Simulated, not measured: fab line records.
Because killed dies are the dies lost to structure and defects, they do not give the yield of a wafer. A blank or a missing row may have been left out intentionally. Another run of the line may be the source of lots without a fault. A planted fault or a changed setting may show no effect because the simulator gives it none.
fab line records	flow n5-finfet	part 1 of 2: steps 1 to 15 of 23
record: lots: 5	wafers: 15	last-day: 16
route steps=1938 shown BEOL_M5@1145
lots that met no fault: taken from a fault-free run of the same line
start-h: start of the lot's first displayed wafer, in hours after the record's first day	wait-h: how many hours have passed since the lot's step before this one	" unchanged from the row above	L1.1+2: a single row standing in for several wafers	- no value, or no start given	* or withheld: withheld	< > ~ a bound
route shown NAME@n: NAME is a module with steps in the file, n the number in the route of the first one	usual: the fault-free wafers' mean and standard deviation	same: alike in all rows	chamber/n: place in a boat	sites: per-site readings	_std_site: standard deviation across them	_edge_site: inner sites' mean taken away from outer sites' mean	radius-mm: for every site, how far away it sits from the centre of the wafer	mask NAME#n: copy n	behind: the most recent tool/chamber to have shaped the wafer	hold: the reason the lot was held/the length of the hold in hours/how it ended	device: which transistor (n, p or np) failed to switch	end of line: the tests these same wafers got at the end of their route	for a step that has no rows: nothing shown but its recipe	killed: not the wafer's yield, but the dies lost to structure and defects at the first sort	map: a wafer's dies, marking killed ones x, the rest . and places with no die _
set.NAME: the setting that was run; set.NAME@STEP: the one run at that earlier step	model.NAME: the simulator's own value behind a step, which no gauge read
lots seen at some steps along the route; tables by step, rows by wafer
services: from which hour (start-h, from the record's first day; less than 0 if before it) a tool's chamber was out of use, for how many hours, and why
== steps ==
step: N5_BEOL_M5_EXPOSE_25
recipe: mask-id: V4	na: 0.33	source-shape: quasar	sigma-inner: 0.2	sigma-outer: 0.6	polarization: unpolarized	defocus-nm: 10	dose-mj: 52.75
lot.wafer	tool	chamber	start-h	wait-h	mask
L078.2+3+4	euv-scanner-01	0	189.36	-	V4#0
L079.1+2+6	euv-scanner-01	0	192.51	-	V4#0
L083.2+3+6	euv-scanner-02	0	227.12	-	V4#0
L085.1+4+5	euv-scanner-01	0	230.12	-	V4#0
L093.1+2+4	euv-scanner-01	0	285.93	-	V4#0
step: N5_BEOL_M5_PEB_26
recipe: peb-temp-c: 100	peb-time-s: 60	resist: CAR-EUV
usual: exhaust-pa: 44.9/0.97	heater-power-total-W: 154.0/1.1
lot.wafer	tool	chamber	start-h	wait-h	exhaust-pa	heater-power-total-W
L078.2	litho-track-05	0	189.42	0.1	45.1	155.1
L078.3	"	0	"	"	44.6	155.3
L078.4	"	0	"	"	44.9	155.1
L079.1	litho-track-02	0	192.58	0.1	43.1	153.5
L079.2	"	0	"	"	44.1	153.0
L079.6	"	0	"	"	44.7	155.3
L083.2	litho-track-01	0	227.18	0.1	45.1	154.9
L083.3	"	0	"	"	44.4	153.1
L083.6	"	0	"	"	44.7	153.0
L085.1	litho-track-01	0	230.20	0.1	44.5	155.1
L085.4	"	0	"	"	45.0	155.6
L085.5	"	0	"	"	44.3	153.8
L093.1	litho-track-01	0	286.00	0.1	44.8	152.9
L093.2	"	0	"	"	45.5	153.6
L093.4	"	0	"	"	46.5	155.6
step: N5_BEOL_M5_DEVELOP_27
recipe: develop-time-s: 30	developer: TMAH	resist: CAR-EUV	rinse-liquid: surfactant-rinse	dry: air-spin	dev-temp-c: 23
usual: exhaust-pa: 44.8/0.9
lot.wafer	tool	chamber	start-h	wait-h	exhaust-pa
L078.2	litho-track-05	0	-	-	44.1
L078.3	"	0	"	"	45.1
L078.4	"	0	"	"	44.8
L079.1	litho-track-02	0	-	-	44.1
L079.2	"	0	"	"	44.5
L079.6	"	0	"	"	45.3
L083.2	litho-track-01	0	-	-	45.2
L083.3	"	0	"	"	44.9
L083.6	"	0	"	"	44.4
L085.1	litho-track-01	0	-	-	45.0
L085.4	"	0	"	"	45.1
L085.5	"	0	"	"	45.4
L093.1	litho-track-01	0	-	-	45.2
L093.2	"	0	"	"	43.6
L093.4	"	0	"	"	45.5
step: N5_BEOL_M5_CD_MEAS_28
recipe: target-cd-nm: 30.6	landing-energy-ev: 500	detector: se-inlens	target-cd-y-nm: 20	polarity: opening
usual: cd-nm: 30.8/0.31
lot.wafer	tool	chamber	start-h	wait-h	cd-nm
L078.2	cd-sem-01	0	189.49	-	30.4
L078.3	"	0	"	"	30.7
L078.4	"	0	"	"	30.6
L079.1	cd-sem-03	0	192.65	-	31.0
L079.2	"	0	"	"	30.8
L079.6	"	0	"	"	30.9
L083.2	cd-sem-01	0	227.25	-	30.6
L083.3	"	0	"	"	30.6
L083.6	"	0	"	"	30.8
L085.1	cd-sem-01	0	230.26	-	30.7
L085.4	"	0	"	"	30.8
L085.5	"	0	"	"	30.1
L093.1	cd-sem-01	0	286.07	-	30.7
L093.2	"	0	"	"	30.5
L093.4	"	0	"	"	30.9
step: N5_BEOL_M5_OVL_MEAS_29
recipe: points-per-wafer: 522
usual: V4_OVL: -0.1/0.58
lot.wafer	tool	chamber	start-h	wait-h	V4_OVL[nm]
L078.2	overlay-02	0	189.53	0.0	0.2
L078.3	"	0	"	"	-0.2
L078.4	"	0	"	"	-0.1
L079.1	overlay-01	0	192.68	0.0	-1.2
L079.2	"	0	"	"	-1.2
L079.6	"	0	"	"	-0.7
L083.2	overlay-02	0	227.28	0.0	0.6
L083.3	"	0	"	"	0.5
L083.6	"	0	"	"	-0.2
L085.1	overlay-02	0	230.29	0.0	1.2
L085.4	"	0	"	"	0.4
L085.5	"	0	"	"	0.4
L093.1	overlay-01	0	286.10	0.0	0.4
L093.2	"	0	"	"	0.1
L093.4	"	0	"	"	-0.3
step: N5_BEOL_M5_INSPECT_30
recipe: mode: adi	inspect-instrument: brightfield
usual: raw-defect-count: 470/110
lot.wafer	tool	chamber	start-h	wait-h	raw-defect-count
L078.2	defect-inspect-01	-	189.58	0.0	369
L078.3	"	-	"	"	542
L078.4	"	-	"	"	421
L079.1	defect-inspect-02	-	192.73	0.1	509
L079.2	"	-	"	"	610
L079.6	"	-	"	"	403
L083.2	defect-inspect-02	-	227.34	0.0	290
L083.3	"	-	"	"	244
L083.6	"	-	"	"	259
L085.1	defect-inspect-02	-	230.35	0.1	405
L085.4	"	-	"	"	447
L085.5	"	-	"	"	443
L093.1	defect-inspect-02	-	286.16	0.1	349
L093.2	"	-	"	"	396
L093.4	"	-	"	"	598
step: N5_BEOL_M5_DESCUM_33
recipe: chemistry: O2	time-s: 7	source-power-w: 50	bias-power-w: 20	pressure-mtorr: 20	rf-frequency-hz: 2.712e+07	temp-c: 40	resist: CAR-EUV	o2-flow-sccm: 225
usual: chamber-pressure-mTorr: 20.000/0.018	drypump-motor-current-A: 5.6/0.37	oes-product-au: 0.83/0.078	rf-fwd-power-W: 49.27/0.24	rf-vpp-V: 243.7/1.1	showerhead-plenum-p-Torr: 2.12/0.045	throttle-valve-pct: 20.24/0.28
lot.wafer	tool	chamber	start-h	wait-h	chamber-pressure-mTorr	drypump-motor-current-A	oes-product-au	rf-fwd-power-W	rf-hours-counter-h	rf-vpp-V	showerhead-plenum-p-Torr	throttle-valve-pct
L078.2	rie-diel-05	1	189.61	0.0	19.987	5.6	0.86	49.30	46	243.6	2.13	20.24
L078.3	"	2	"	"	19.985	5.7	0.91	49.32	26	244.0	2.12	20.03
L078.4	"	0	"	"	19.960	5.0	0.70	49.42	216	244.5	2.16	20.37
L079.1	rie-diel-05	3	192.77	0.0	20.020	5.7	0.90	48.99	7	243.2	2.13	19.70
L079.2	"	2	"	"	20.009	5.7	0.91	49.26	27	244.8	2.12	20.03
L079.6	"	1	"	"	20.015	5.6	0.87	49.07	-	243.6	2.13	20.24
L083.2	rie-diel-04	0	227.59	0.2	19.994	5.4	0.74	49.34	190	244.7	2.14	20.31
L083.3	"	3	"	"	19.984	6.1	0.82	49.41	126	243.2	2.12	20.14
L083.6	"	1	"	"	19.984	5.0	0.74	49.34	-	244.7	2.15	20.08
L085.1	rie-diel-05	3	230.39	0.0	19.975	5.8	0.87	48.82	20	243.2	2.12	19.71
L085.4	"	2	"	"	20.018	5.7	0.89	49.12	40	243.5	2.12	20.04
L085.5	"	0	"	"	19.993	5.0	0.68	49.49	-	243.9	2.16	20.39
L093.1	rie-diel-05	1	286.23	0.1	19.972	5.6	0.83	49.10	73	242.5	2.12	20.29
L093.2	"	3	"	"	19.991	5.8	0.84	48.94	31	245.1	2.12	19.74
L093.4	"	0	"	"	19.983	5.0	0.68	49.45	242	244.5	2.16	20.41
step: N5_BEOL_M5_ETCH_75
recipe: chemistry: N2/H2	target: underlayer	target-depth-a: 65	mask-material: CAR-EUV	time-s: 5.2	ion-energy-ev: 200	pressure-mtorr: 30	source-w: 840	bias-w: 150	n2-flow-sccm: 200	h2-flow-sccm: 200	ends: cleared
usual: chamber-pressure-mTorr: 30.00/0.042	drypump-motor-current-A: 5.7/0.36	etch-rf-on-time-s: 5.23/0.19	n2-flow-sccm: 200.1/0.62	oes-product-au: 0.71/0.065	rf-fwd-power-W: 818.9/2.5	rf-vpp-V: 524.8/2.1	showerhead-plenum-p-Torr: 2.57/0.064	throttle-valve-pct: 17.62/0.28
lot.wafer	tool	chamber	start-h	wait-h	chamber-pressure-mTorr	drypump-motor-current-A	etch-rf-on-time-s	n2-flow-sccm	oes-product-au	rf-fwd-power-W	rf-hours-counter-h	rf-vpp-V	showerhead-plenum-p-Torr	throttle-valve-pct
L078.2	rie-diel-05	1	189.65	0.0	30.03	5.6	5.30	199.3	0.72	815.4	46	525.5	2.59	17.72
L078.3	"	2	"	"	30.06	5.7	5.30	200.0	0.77	814.8	26	524.5	2.58	17.45
L078.4	"	0	"	"	30.07	5.0	4.99	198.6	0.61	814.7	216	525.4	2.62	17.80
L079.1	rie-diel-05	3	192.80	0.0	30.07	5.8	5.62	200.3	0.76	819.2	7	524.9	2.58	17.04
L079.2	"	2	"	"	29.94	5.7	5.34	199.5	0.74	819.3	27	523.7	2.58	17.51
L079.6	"	1	"	"	29.99	5.6	5.33	199.6	0.73	820.1	-	524.5	2.59	17.72
L083.2	rie-diel-04	0	227.62	0.0	30.05	5.4	5.26	199.5	0.62	817.5	190	526.2	2.62	17.75
L083.3	"	3	"	"	29.90	6.1	4.93	200.1	0.70	813.4	126	525.4	2.53	17.23
L083.6	"	1	"	"	29.96	4.9	5.04	200.1	0.64	817.7	-	526.0	2.66	17.79
L085.1	rie-diel-05	3	230.42	0.0	30.00	5.8	5.59	199.8	0.73	820.8	20	522.0	2.58	17.05
L085.4	"	2	"	"	30.03	5.6	5.35	199.2	0.75	821.8	40	525.2	2.57	17.50
L085.5	"	0	"	"	30.00	5.0	5.10	200.3	0.60	819.8	-	527.1	2.62	17.81
L093.1	rie-diel-05	1	286.26	0.0	29.99	5.6	5.26	198.5	0.70	823.4	73	523.4	2.58	17.74
L093.2	"	3	"	"	29.95	5.8	5.58	201.7	0.71	816.0	31	523.8	2.57	17.05
L093.4	"	0	"	"	30.03	5.0	4.99	199.7	0.59	818.4	242	526.6	2.61	17.85
step: N5_BEOL_M5_ETCH_67
recipe: chemistry: CF4	target: SiARC	target-depth-a: 156	mask-material: CAR-EUV	time-s: 26	ion-energy-ev: 80	pressure-mtorr: 40	source-w: 545	bias-w: 36	Ar_flow_sccm: 100	cf4-flow-sccm: 100	ends: cleared
usual: cf4-flow-sccm: 100.0/0.31	chamber-pressure-mTorr: 40.00/0.036	drypump-motor-current-A: 5.6/0.37	etch-rf-on-time-s: 26.1/0.92	oes-product-au: 0.71/0.066	rf-fwd-power-W: 531.9/2	rf-vpp-V: 184.4/1	showerhead-plenum-p-Torr: 2.18/0.047	throttle-valve-pct: 15.46/0.2
lot.wafer	tool	chamber	start-h	wait-h	cf4-flow-sccm	chamber-pressure-mTorr	drypump-motor-current-A	etch-rf-on-time-s	oes-product-au	rf-fwd-power-W	rf-hours-counter-h	rf-vpp-V	showerhead-plenum-p-Torr	throttle-valve-pct
L078.2	rie-diel-05	1	189.66	0.0	100.5	40.00	5.6	26.7	0.73	528.1	46	184.6	2.19	15.44
L078.3	"	2	"	"	100.0	39.96	5.7	26.4	0.77	529.3	26	185.8	2.18	15.30
L078.4	"	0	"	"	100.3	40.04	5.0	24.7	0.63	533.6	216	185.2	2.21	15.52
L079.1	rie-diel-05	3	192.82	0.0	99.6	39.99	5.8	28.1	0.76	532.4	7	183.8	2.22	15.13
L079.2	"	2	"	"	100.0	40.04	5.7	26.7	0.76	533.1	27	184.3	2.18	15.31
L079.6	"	1	"	"	99.8	40.03	5.6	26.7	0.72	531.7	-	185.4	2.19	15.46
L083.2	rie-diel-04	0	227.64	0.0	100.2	40.04	5.4	26.4	0.62	532.8	190	186.2	2.22	15.73
L083.3	"	3	"	"	100.1	39.99	6.1	25.0	0.68	529.5	126	183.8	2.18	15.38
L083.6	"	1	"	"	100.0	39.93	4.9	25.4	0.63	532.8	-	184.2	2.19	15.35
L085.1	rie-diel-05	3	230.44	0.0	100.1	40.00	5.8	27.8	0.73	531.0	20	184.0	2.22	15.16
L085.4	"	2	"	"	100.4	39.98	5.7	26.3	0.76	532.5	40	184.1	2.17	15.34
L085.5	"	0	"	"	99.3	39.93	5.0	24.9	0.60	529.3	-	184.6	2.20	15.58
L093.1	rie-diel-05	1	286.28	0.0	99.9	40.00	5.6	26.5	0.70	530.9	73	184.4	2.18	15.52
L093.2	"	3	"	"	100.4	39.95	5.8	27.2	0.72	528.7	31	184.5	2.21	15.18
L093.4	"	0	"	"	100.3	40.00	5.0	24.8	0.60	530.5	242	184.3	2.20	15.58
step: N5_BEOL_M5_ETCH_68
recipe: chemistry: N2/H2	target: SOC	target-depth-a: 800	overetch-a: 160	mask-material: SiARC	temp-c: 40	time-s: 120	ion-energy-ev: 200	pressure-mtorr: 30	source-w: 840	bias-w: 150	n2-flow-sccm: 200	h2-flow-sccm: 200
usual: chamber-pressure-mTorr: 30.002/0.027	drypump-motor-current-A: 5.7/0.37	n2-flow-sccm: 200.0/0.7	oes-product-au: 0.64/0.061	rf-fwd-power-W: 834.3/2.8	rf-vpp-V: 524.8/1.8	showerhead-plenum-p-Torr: 2.57/0.064	throttle-valve-pct: 17.58/0.27
lot.wafer	tool	chamber	start-h	wait-h	chamber-pressure-mTorr	drypump-motor-current-A	n2-flow-sccm	oes-product-au	rf-fwd-power-W	rf-hours-counter-h	rf-vpp-V	showerhead-plenum-p-Torr	throttle-valve-pct
L078.2	rie-diel-05	1	189.69	0.0	30.021	5.6	200.2	0.66	837.0	46	523.9	2.59	17.66
L078.3	"	2	"	"	29.987	5.7	200.0	0.69	833.0	26	524.3	2.58	17.42
L078.4	"	0	"	"	29.996	5.0	200.4	0.55	832.5	216	525.4	2.62	17.74
L079.1	rie-diel-05	3	192.85	0.0	29.975	5.8	200.8	0.71	834.4	7	526.8	2.58	17.01
L079.2	"	2	"	"	30.002	5.7	199.7	0.70	834.0	27	525.6	2.58	17.45
L079.6	"	1	"	"	30.075	5.6	200.9	0.65	835.7	-	525.6	2.59	17.67
L083.2	rie-diel-04	0	227.67	0.0	29.937	5.4	200.5	0.57	839.9	190	526.2	2.62	17.72
L083.3	"	3	"	"	29.990	6.1	198.4	0.60	834.4	126	522.8	2.53	17.18
L083.6	"	1	"	"	29.979	5.0	200.5	0.55	833.8	-	526.3	2.66	17.74
L085.1	rie-diel-05	3	230.47	0.0	30.025	5.8	200.0	0.69	833.0	20	526.1	2.58	17.02
L085.4	"	2	"	"	30.058	5.7	199.7	0.68	831.2	40	526.3	2.57	17.48
L085.5	"	0	"	"	30.006	5.0	200.0	0.54	831.4	-	525.6	2.61	17.77
L093.1	rie-diel-05	1	286.31	0.0	30.031	5.6	200.2	0.63	836.3	73	523.2	2.58	17.71
L093.2	"	3	"	"	29.979	5.8	200.6	0.67	833.3	31	525.1	2.57	17.05
L093.4	"	0	"	"	30.017	5.0	199.5	0.53	831.3	242	525.1	2.61	17.80
step: N5_BEOL_M5_STRIP_69
recipe: chemistry: N2/H2	temp-c: 40	n2-flow-sccm: 200	h2-flow-sccm: 200	rf-frequency-hz: 6e+07
lot.wafer	tool	chamber	start-h	wait-h
L078.2+3+4	rie-diel-05	1,2,0	189.77	0.0
L079.1+2+6	rie-diel-05	3,2,1	192.93	0.0
L083.2+3+6	rie-diel-04	0,3,1	227.75	0.0
L085.1+4+5	rie-diel-05	3,2,0	230.55	0.0
L093.1+2+4	rie-diel-05	1,3,0	286.39	0.0
step: N5_BEOL_M5_STRIP_76
recipe: chemistry: N2/H2	temp-c: 40	n2-flow-sccm: 200	h2-flow-sccm: 200	rf-frequency-hz: 6e+07
lot.wafer	tool	chamber	start-h	wait-h
L078.2+3+4	rie-diel-05	1,2,0	189.78	0.0
L079.1+2+6	rie-diel-05	3,2,1	192.94	0.0
L083.2+3+6	rie-diel-04	0,3,1	227.76	0.0
L085.1+4+5	rie-diel-05	3,2,0	230.56	0.0
L093.1+2+4	rie-diel-05	1,3,0	286.40	0.0
step: N5_BEOL_M5_VIA_ETCH_34
recipe: chemistry: C4F6/O2	target: SiCOH_lowk	target-depth-a: 883	mask-material: SOC	taper-deg: 4	time-s: 39.2	ion-energy-ev: 250	pressure-mtorr: 30	source-w: 345	bias-w: 185	Ar_flow_sccm: 300	C4F6_flow_sccm: 10	O2_flow_sccm: 10
usual: chamber-pressure-mTorr: 29.999/0.027	drypump-motor-current-A: 5.6/0.36	oes_f_703_au: 0.82/0.081	oes-product-au: 0.83/0.077	rf-fwd-power-W: 339.8/1.8	rf-vpp-V: 665/15	showerhead-plenum-p-Torr: 2.89/0.058	throttle-valve-pct: 20.73/0.2
lot.wafer	tool	chamber	start-h	wait-h	chamber-pressure-mTorr	drypump-motor-current-A	oes_f_703_au	oes-product-au	rf-fwd-power-W	rf-hours-counter-h	rf-vpp-V	showerhead-plenum-p-Torr	throttle-valve-pct
L078.2	rie-diel-05	1	189.79	0.0	29.966	5.6	0.82	0.86	338.8	46	655	2.92	20.86
L078.3	"	2	"	"	30.094	5.7	0.86	0.90	336.6	27	690	2.88	20.49
L078.4	"	0	"	"	30.030	5.0	0.74	0.71	342.3	217	655	2.95	20.84
L079.1	rie-diel-05	3	192.95	0.0	29.997	5.8	0.86	0.89	338.4	7	659	2.95	20.47
L079.2	"	2	"	"	29.970	5.7	0.85	0.91	340.0	27	691	2.88	20.50
L079.6	"	1	"	"	29.953	5.6	0.82	0.86	340.6	-	654	2.92	20.85
L083.2	rie-diel-04	0	227.77	0.0	30.003	5.4	0.71	0.73	344.3	190	661	2.94	20.92
L083.3	"	3	"	"	30.024	6.1	0.79	0.81	340.1	126	692	2.89	20.64
L083.6	"	1	"	"	30.034	4.9	0.73	0.74	337.4	-	676	2.91	20.47
L085.1	rie-diel-05	3	230.57	0.0	29.974	5.8	0.83	0.86	335.2	20	659	2.95	20.50
L085.4	"	2	"	"	29.980	5.6	0.83	0.89	340.1	40	689	2.88	20.51
L085.5	"	0	"	"	30.033	5.0	0.73	0.70	339.7	-	657	2.94	20.86
L093.1	rie-diel-05	1	286.41	0.0	29.992	5.6	0.78	0.83	339.7	73	656	2.91	20.89
L093.2	"	3	"	"	29.998	5.8	0.82	0.86	337.0	31	659	2.94	20.50
L093.4	"	0	"	"	30.007	5.0	0.72	0.71	339.2	242	655	2.94	20.90
step: N5_BEOL_M5_STRIP_85
recipe: chemistry: C4F6/O2	resist: SiARC	rf-frequency-hz: 6e+07
lot.wafer	tool	chamber	start-h	wait-h
L078.2+3+4	rie-diel-05	1,2,0	189.83	0.0
L079.1+2+6	rie-diel-05	3,2,1	192.98	0.0
L083.2+3+6	rie-diel-04	0,3,1	227.80	0.0
L085.1+4+5	rie-diel-05	3,2,0	230.60	0.0
L093.1+2+4	rie-diel-05	1,3,0	286.44	0.0
step: N5_BEOL_M5_STRIP_36
recipe: chemistry: N2/H2	power-w: 450	temp-c: 40	pressure-mtorr: 20	rf-frequency-hz: 6e+07	overash-fraction: 0.3	bias-power-w: 7	h2-frac: 0.5	n2-flow-sccm: 200	h2-flow-sccm: 200
usual: chamber-pressure-mTorr: 20.00/0.035	drypump-motor-current-A: 5.7/0.37	n2-flow-sccm: 200.0/0.58	oes-product-au: 0.83/0.078	rf-vpp-V: 59.4/1.6	showerhead-plenum-p-Torr: 2.57/0.064	throttle-valve-pct: 23.4/0.37
lot.wafer	tool	chamber	start-h	wait-h	chamber-pressure-mTorr	drypump-motor-current-A	n2-flow-sccm	oes-product-au	rf-hours-counter-h	rf-vpp-V	showerhead-plenum-p-Torr	throttle-valve-pct
L078.2	rie-diel-05	1	189.84	0.0	20.01	5.6	200.7	0.87	46	58.7	2.58	23.5
L078.3	"	2	"	"	20.06	5.7	200.0	0.92	27	60.5	2.58	23.2
L078.4	"	0	"	"	19.93	5.0	199.5	0.70	217	59.8	2.61	23.6
L079.1	rie-diel-05	3	192.99	0.0	19.99	5.8	200.2	0.89	7	61.3	2.58	22.7
L079.2	"	2	"	"	20.03	5.7	199.9	0.91	27	59.2	2.58	23.2
L079.6	"	1	"	"	19.97	5.6	199.9	0.85	-	60.2	2.58	23.6
L083.2	rie-diel-04	0	227.81	0.0	20.01	5.4	200.3	0.74	190	58.2	2.62	23.3
L083.3	"	3	"	"	19.99	6.1	199.2	0.82	126	61.0	2.52	22.8
L083.6	"	1	"	"	19.98	5.0	200.8	0.73	-	58.7	2.65	23.5
L085.1	rie-diel-05	3	230.61	0.0	20.01	5.8	200.8	0.86	20	59.5	2.57	22.7
L085.4	"	2	"	"	19.98	5.7	200.3	0.89	40	60.2	2.57	23.2
L085.5	"	0	"	"	20.03	5.0	200.0	0.68	-	61.0	2.61	23.6
L093.1	rie-diel-05	1	286.45	0.0	20.04	5.6	199.9	0.84	73	62.2	2.57	23.6
L093.2	"	3	"	"	20.01	5.8	200.3	0.85	31	59.4	2.57	22.7
L093.4	"	0	"	"	20.02	5.0	199.1	0.68	242	58.8	2.61	23.6
